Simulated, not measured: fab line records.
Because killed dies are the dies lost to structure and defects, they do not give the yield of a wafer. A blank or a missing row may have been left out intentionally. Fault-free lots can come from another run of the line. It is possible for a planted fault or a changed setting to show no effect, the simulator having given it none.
fab line records	flow nandHarc
[record] lots = 12	wafers = 36	lastDay = 34
route steps=1302 shown P_ZERO_WELL@46 P_STI@85 END@1302
lots with no fault: from the same line, run without faults
startH: start of the lot's first displayed wafer, in hours after the record's first day	waitH: how many hours have passed since the lot's step before this one	" unchanged from the row above	L1.1+2: one row covering several wafers at once	- no value, or no start given	* or withheld: withheld	< > ~ a bound
route shown NAME@n: names a module that has steps shown in the file, with the first one's number in the route	usual: the fault-free wafers' mean and standard deviation	same: alike in all rows	chamber/n: place in a boat	sites: per-site readings	_std_site: their standard deviation	_edge_site: the outer-site mean with the inner-site mean subtracted	radiusMm: how far each site lies from the wafer's centre	mask NAME#n: copy n	behind: the most recent tool/chamber to have shaped the wafer	hold: the reason the lot was held/the length of the hold in hours/how it ended	device: the n, p or np transistor that did not switch	end of line: the route-end tests of the same wafers	step lacking rows: just its recipe	killed: dies that structure and defects cost at the first sort, which is not the same as the wafer's yield	map: a wafer's dies, x killed, . not, _ none there
set.NAME: the setting the step ran with; set.NAME@STEP: the setting that earlier step ran with	model.NAME: the simulator's own value behind a step, which no gauge read
the route's steps for a sample of lots (tables are steps, rows are wafers)
services: from which hour (startH, from the record's first day; less than 0 if before it) a tool's chamber was out of use, for how many hours, and why
[[steps]]
[step NHARC_P_ZERO_WELL_DESCUM_39]
[recipe] timeS = 3	o2FlowSccm = 200	arFlowSccm = 0	biasPowerW = 0	chemistry = O2
[usual] drypumpMotorCurrentA = 5.7/0.53	oesProductAu = 1.000/0.011	rfVppV = 57.9/1	showerheadPlenumPTorr = 1.93/0.089	throttleValvePct = 11.311/0.0098
[same] timeS = 3
lot.wafer	tool	chamber	startH	waitH	drypumpMotorCurrentA	oesProductAu	rfHoursCounterH	rfVppV	showerheadPlenumPTorr	throttleValvePct
L684.2	rieDiel-13	2	24.38	-	5.1	0.997	9	58.3	2.02	11.304
L684.5	"	1	"	"	5.3	0.999	-	58.1	1.98	11.321
L684.6	"	2	"	"	5.1	0.992	-	56.3	2.02	11.320
L686.3	rieDiel-06	2	44.46	-	5.2	1.013	23	57.3	1.78	11.310
L686.4	"	0	"	"	5.8	1.010	27	58.5	1.96	11.321
L686.6	"	2	"	"	5.2	1.015	-	58.1	1.78	11.322
L687.2	rieDiel-06	1	54.37	-	6.0	0.989	26	58.5	1.99	11.302
L687.3	"	2	"	"	5.2	1.008	26	56.7	1.78	11.310
L687.5	"	0	"	"	5.8	1.014	-	56.8	1.96	11.321
L688.4	rieDiel-09	2	64.32	-	6.2	0.996	28	57.8	1.93	11.301
L688.1	"	3	"	"	6.0	0.994	34	57.7	1.81	11.309
L688.5	"	1	"	"	5.8	1.020	-	56.1	1.80	11.309
L689.2	rieDiel-06	1	74.51	-	6.0	1.009	32	58.2	1.99	11.309
L689.6	"	2	"	"	5.2	1.014	-	56.0	1.78	11.316
L689.5	"	3	"	"	6.4	0.992	-	59.6	1.91	11.320
L690.3	rieDiel-13	0	84.35	-	5.1	0.995	27	56.7	2.07	11.330
L690.5	"	1	"	"	5.4	1.006	-	58.7	1.98	11.305
L690.6	"	2	"	"	5.1	1.007	-	59.9	2.01	11.301
L691.3	rieDiel-13	2	94.64	-	5.1	1.012	28	58.1	2.01	11.307
L691.2	"	3	"	"	6.4	1.006	31	56.0	1.84	11.308
L691.5	"	0	"	"	5.0	0.982	-	60.3	2.07	11.313
L692.1	rieDiel-06	1	104.70	-	5.9	0.987	40	59.4	1.99	11.327
L692.4	"	2	"	"	5.2	1.017	40	58.5	1.77	11.322
L692.6	"	0	"	"	5.8	1.011	-	56.8	1.95	11.287
L697.4	rieDiel-13	0	154.88	-	5.0	0.988	42	59.0	2.06	11.310
L697.2	"	1	"	"	5.4	1.000	39	57.6	1.97	11.307
L697.6	"	3	"	"	6.4	0.999	-	58.4	1.84	11.313
L705.2	rieDiel-13	1	234.22	-	5.4	0.994	17	56.2	1.96	11.316
L705.3	"	2	"	"	5.1	0.975	18	57.9	2.00	11.319
L705.6	"	0	"	"	5.0	0.990	-	59.0	2.05	11.334
L706.3	rieDiel-09	1	244.19	-	5.8	1.013	34	57.1	1.78	11.308
L706.4	"	0	"	"	4.9	0.981	-	58.4	1.93	11.328
L706.5	"	1	"	"	5.8	1.016	-	57.1	1.78	11.312
L707.3	rieDiel-06	3	254.14	-	6.4	0.996	39	58.1	1.89	11.313
L707.4	"	0	"	"	5.8	1.015	42	58.9	1.94	11.293
L707.6	"	2	"	"	5.2	1.009	-	57.8	2.07	11.294
[step NHARC_P_ZERO_WELL_EXPOSE_49]
[recipe] na = 0.6	targetCdNm = 2000	doseMj = 22.64	maskId = P_HVPW
[usual] reticleTempC = 23.01/0.1
lot.wafer	tool	chamber	startH	waitH	mask	reticleTempC
L684.2	krfScanner-01	0	25.74	-	P_HVPW#0	23.08
L684.5	"	0	"	"	P_HVPW#0	23.12
L684.6	"	0	"	"	P_HVPW#0	22.99
L686.3	krfScanner-04	0	45.79	-	P_HVPW#0	22.86
L686.4	"	0	"	"	P_HVPW#0	22.93
L686.6	"	0	"	"	P_HVPW#0	23.10
L687.2	krfScanner-01	0	55.70	-	P_HVPW#0	22.96
L687.3	"	0	"	"	P_HVPW#0	23.06
L687.5	"	0	"	"	P_HVPW#0	23.24
L688.1	krfScanner-04	0	65.63	-	P_HVPW#0	22.95
L688.4	"	0	"	"	P_HVPW#0	23.02
L688.5	"	0	"	"	P_HVPW#0	23.04
L689.2	krfScanner-04	0	75.67	-	P_HVPW#0	22.88
L689.5	"	0	"	"	P_HVPW#0	22.75
L689.6	"	0	"	"	P_HVPW#0	22.88
L690.3	krfScanner-01	0	85.65	-	P_HVPW#0	22.98
L690.5	"	0	"	"	P_HVPW#0	22.80
L690.6	"	0	"	"	P_HVPW#0	22.86
L691.2	krfScanner-03	0	96.21	-	P_HVPW#0	22.90
L691.3	"	0	"	"	P_HVPW#0	22.89
L691.5	"	0	"	"	P_HVPW#0	23.05
L692.1	krfScanner-03	0	105.87	-	P_HVPW#0	23.06
L692.4	"	0	"	"	P_HVPW#0	23.00
L692.6	"	0	"	"	P_HVPW#0	23.05
L697.2	krfScanner-04	0	156.22	-	P_NWELL#0	22.85
L697.4	"	0	"	"	P_NWELL#0	22.98
L697.6	"	0	"	"	P_NWELL#0	22.95
L705.2	krfScanner-04	0	235.52	-	P_HVPW#0	23.16
L705.3	"	0	"	"	P_HVPW#0	23.07
L705.6	"	0	"	"	P_HVPW#0	23.02
L706.3	krfScanner-04	0	245.39	-	P_HVPW#0	23.07
L706.4	"	0	"	"	P_HVPW#0	23.21
L706.5	"	0	"	"	P_HVPW#0	23.07
L707.3	krfScanner-03	0	255.46	-	P_HVPW#0	23.19
L707.4	"	0	"	"	P_HVPW#0	23.09
L707.6	"	0	"	"	P_HVPW#0	23.14
[step NHARC_P_ZERO_WELL_CD_MEAS_52]
[recipe] targetCdNm = 2000	landingEnergyEv = 500
[usual] cdNm = 2000.6/2.1
lot.wafer	tool	chamber	startH	waitH	cdNm
L684.2	cdSem-02	0	25.89	-	2000.6
L684.5	"	0	"	"	2000.3
L684.6	"	0	"	"	1998.6
L686.3	cdSem-02	0	45.94	-	1998.7
L686.4	"	0	"	"	1997.3
L686.6	"	0	"	"	2000.3
L687.2	cdSem-02	0	55.85	-	2004.0
L687.3	"	0	"	"	2002.8
L687.5	"	0	"	"	2001.9
L688.1	cdSem-02	0	65.78	-	2003.0
L688.4	"	0	"	"	2003.2
L688.5	"	0	"	"	2002.4
L689.2	cdSem-02	0	75.82	-	2001.2
L689.5	"	0	"	"	2000.9
L689.6	"	0	"	"	2000.4
L690.3	cdSem-02	0	85.80	-	2000.9
L690.5	"	0	"	"	2001.4
L690.6	"	0	"	"	2001.7
L691.2	cdSem-01	0	96.36	-	2002.7
L691.3	"	0	"	"	2002.9
L691.5	"	0	"	"	2002.1
L692.1	cdSem-01	0	106.03	-	2002.6
L692.4	"	0	"	"	2002.8
L692.6	"	0	"	"	2002.2
L697.2	cdSem-02	0	156.38	-	-
L697.4	"	0	"	"	-
L697.6	"	0	"	"	-
L705.2	cdSem-01	0	235.68	-	1998.9
L705.3	"	0	"	"	2001.3
L705.6	"	0	"	"	2000.3
L706.3	cdSem-02	0	245.54	-	2000.0
L706.4	"	0	"	"	2002.2
L706.5	"	0	"	"	1999.7
L707.3	cdSem-02	0	255.61	-	1999.4
L707.4	"	0	"	"	1999.9
L707.6	"	0	"	"	2001.8
[step NHARC_P_STI_INSPECT_11]
[usual] rawDefectCount = 5.5/2.6
lot.wafer	tool	chamber	startH	waitH	rawDefectCount
L684.2	defectInspect-02	-	46.37	0.0	7
L684.5	"	-	"	"	15
L684.6	"	-	"	"	6
L686.3	defectInspect-01	-	66.99	0.0	8
L686.4	"	-	"	"	2
L686.6	"	-	"	"	3
L687.2	defectInspect-02	-	73.33	0.0	2
L687.3	"	-	"	"	6
L687.5	"	-	"	"	4
L688.1	defectInspect-01	-	82.61	0.0	6
L688.4	"	-	"	"	8
L688.5	"	-	"	"	5
L689.2	defectInspect-01	-	93.23	0.0	5
L689.5	"	-	"	"	5
L689.6	"	-	"	"	2
L690.3	defectInspect-01	-	102.66	0.0	9
L690.5	"	-	"	"	9
L690.6	"	-	"	"	5
L691.2	defectInspect-01	-	112.99	0.0	9
L691.3	"	-	"	"	8
L691.5	"	-	"	"	4
L692.1	defectInspect-01	-	125.64	0.0	3
L692.4	"	-	"	"	8
L692.6	"	-	"	"	6
L705.2	defectInspect-01	-	254.96	0.0	3
L705.3	"	-	"	"	7
L705.6	"	-	"	"	3
L706.3	defectInspect-02	-	264.71	0.0	6
L706.4	"	-	"	"	5
L706.5	"	-	"	"	4
L707.3	defectInspect-01	-	274.42	0.0	9
L707.4	"	-	"	"	7
L707.6	"	-	"	"	4
[step NHARC_P_STI_INSPECT_25]
[usual] rawDefectCount = 205/69
lot.wafer	tool	chamber	startH	waitH	rawDefectCount
L684.2	defectInspect-02	-	77.84	0.4	203
L684.5	"	-	"	"	145
L684.6	"	-	"	"	154
L686.3	defectInspect-01	-	94.37	0.4	288
L686.4	"	-	"	"	170
L686.6	"	-	"	"	184
L687.2	defectInspect-01	-	98.52	0.4	178
L687.3	"	-	"	"	261
L687.5	"	-	"	"	241
L688.1	defectInspect-01	-	109.33	0.4	213
L688.4	"	-	"	"	162
L688.5	"	-	"	"	276
L689.2	defectInspect-02	-	125.87	0.4	563
L689.5	"	-	"	"	278
L689.6	"	-	"	"	383
L690.3	defectInspect-02	-	131.06	0.4	281
L690.5	"	-	"	"	182
L690.6	"	-	"	"	226
L691.2	defectInspect-02	-	143.50	0.4	203
L691.3	"	-	"	"	133
L691.5	"	-	"	"	120
L692.1	defectInspect-02	-	153.44	0.4	185
L692.4	"	-	"	"	143
L692.6	"	-	"	"	183
L705.2	defectInspect-01	-	281.19	0.4	190
L705.3	"	-	"	"	183
L705.6	"	-	"	"	182
L706.3	defectInspect-02	-	292.32	0.4	137
L706.4	"	-	"	"	161
L706.5	"	-	"	"	211
L707.3	defectInspect-01	-	306.30	0.4	245
L707.4	"	-	"	"	268
L707.6	"	-	"	"	154
[step NHARC_END_SORT_01]
[recipe] tempC = 25
[usual] killedAtArray = 51/18	killedAtOther = 1.0/1.2	killedAtPeriphery = 3.7/2.9	killedDies = 55/19	killedOpen = 3.5/1.9	killedShort = 2.6/1.6
[same] grossDies = 677
lot.wafer	tool	chamber	startH	waitH	killedAtArray	killedAtOther	killedAtPeriphery	killedDies	killedOpen	killedShort
L697.2	prober-01	0	717.35	2.8	65	3	609	677	4	4
L697.4	prober-01	0	719.00	3.5	45	2	630	677	2	0
L697.6	prober-01	0	720.64	4.1	62	0	615	677	5	4
// killed by level:class
L697.2 P_ZERO_WELL:areaExpose=604 A_CHANNEL_HOLE_D1:chamberFilmFlake=39 A_CONTACT:chamberFilmFlake=6 A_SLIT:chamberFilmFlake=5 THIN_TSV:chamberFilmFlake=3 A_ONON_D1:geometricParticle:short=2 A_ONON_D2:geometricParticle:open=2 P_GATE:chamberFilmFlake=2
L697.4 P_ZERO_WELL:areaExpose=622 A_CHANNEL_HOLE_D1:chamberFilmFlake=28 P_GATE:chamberFilmFlake=6 A_CONTACT:chamberFilmFlake=6 A_STAIRCASE:chamberFilmFlake=4 A_SLIT:chamberFilmFlake=3 THIN_TSV:chamberFilmFlake=2 P_M1:geometricParticle:open=1
L697.6 P_ZERO_WELL:areaExpose=602 A_CHANNEL_HOLE_D1:chamberFilmFlake=37 P_GATE:chamberFilmFlake=8 A_CONTACT:chamberFilmFlake=6 A_CHANNEL_FILL_D1:chamberFilmFlake=4 A_SLIT:chamberFilmFlake=4 A_CHANNEL_FILL_D1:geometricParticle:short=2 P_ZERO_WELL:chamberFilmFlake=2
[[services]]
tool	chamber	startH	hours	kind
rieDiel-09	0	4.93	4.5	repair
rieDiel-09	2	9.64	7.8	repair
krfScanner-04	-	10.00	4.0	pm
krfScanner-03	-	57.18	4.0	pm
krfScanner-04	-	59.62	4.0	repair
rieDiel-13	1	93.53	1.3	repair
rieDiel-13	2	95.69	5.6	repair
rieDiel-13	-	99.03	34.3	repair
krfScanner-01	-	122.50	3.7	repair
rieDiel-06	-	130.38	9.0	pm
rieDiel-09	-	143.23	9.0	pm
rieDiel-13	-	145.04	0.6	repair
krfScanner-03	-	160.23	6.2	repair
krfScanner-01	-	163.21	4.0	pm
rieDiel-13	-	165.06	9.0	pm
krfScanner-04	-	168.25	0.5	repair
rieDiel-06	2	169.46	10.2	repair
krfScanner-04	-	182.00	4.0	pm
krfScanner-04	-	190.09	5.0	repair
krfScanner-01	-	191.88	4.6	repair
rieDiel-09	1	197.35	3.9	repair
krfScanner-03	-	229.18	4.0	pm
rieDiel-13	3	245.21	2.5	repair
krfScanner-01	-	250.38	5.2	repair
[[key]]
[firstSign] step = NHARC_P_ZERO_WELL_EXPOSE_49	reading = mask	direction = changed
[effect] step = NHARC_P_ZERO_WELL_CD_MEAS_52	reading = cdNm	direction = missing
[effect] step = NHARC_END_SORT_01	reading = killedAtPeriphery	direction = up	sigmas = 99+	usual = 3.7	struck = 618
[moreKillsBornAt] NHARC_P_ZERO_WELL_EXPOSE_49@krfScanner-04 = 1828
metAt NHARC_P_ZERO_WELL_EXPOSE_49
struckLots L697
laterRowsLeftOut L697.2,L697.4,L697.6
testerLeftOut L697
notActingAt NHARC_P_ZERO_WELL_DESCUM_39,NHARC_P_STI_INSPECT_11,NHARC_P_STI_INSPECT_25
onsetBetween 75.67 156.22
[fault] kind = wrongMask	tool = any	chamber = -	onsetH = 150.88	steps = NHARC_P_ZERO_WELL_EXPOSE_49	auxCopy = P_NWELL#0	scope = struckLotsOnly
// testerLeftOut: of these lots the tester's yield and bins aren't shown, on N5 and GAA mostly nor the transistor test; their killed dies are dies lost to structure and defects alone, not to doping, threshold or leakage, so they don't give the yield
// laterRowsLeftOut: the simulator's readings of these wafers behind a module that went badly wrong aren't trusted and aren't shown, but for the sort
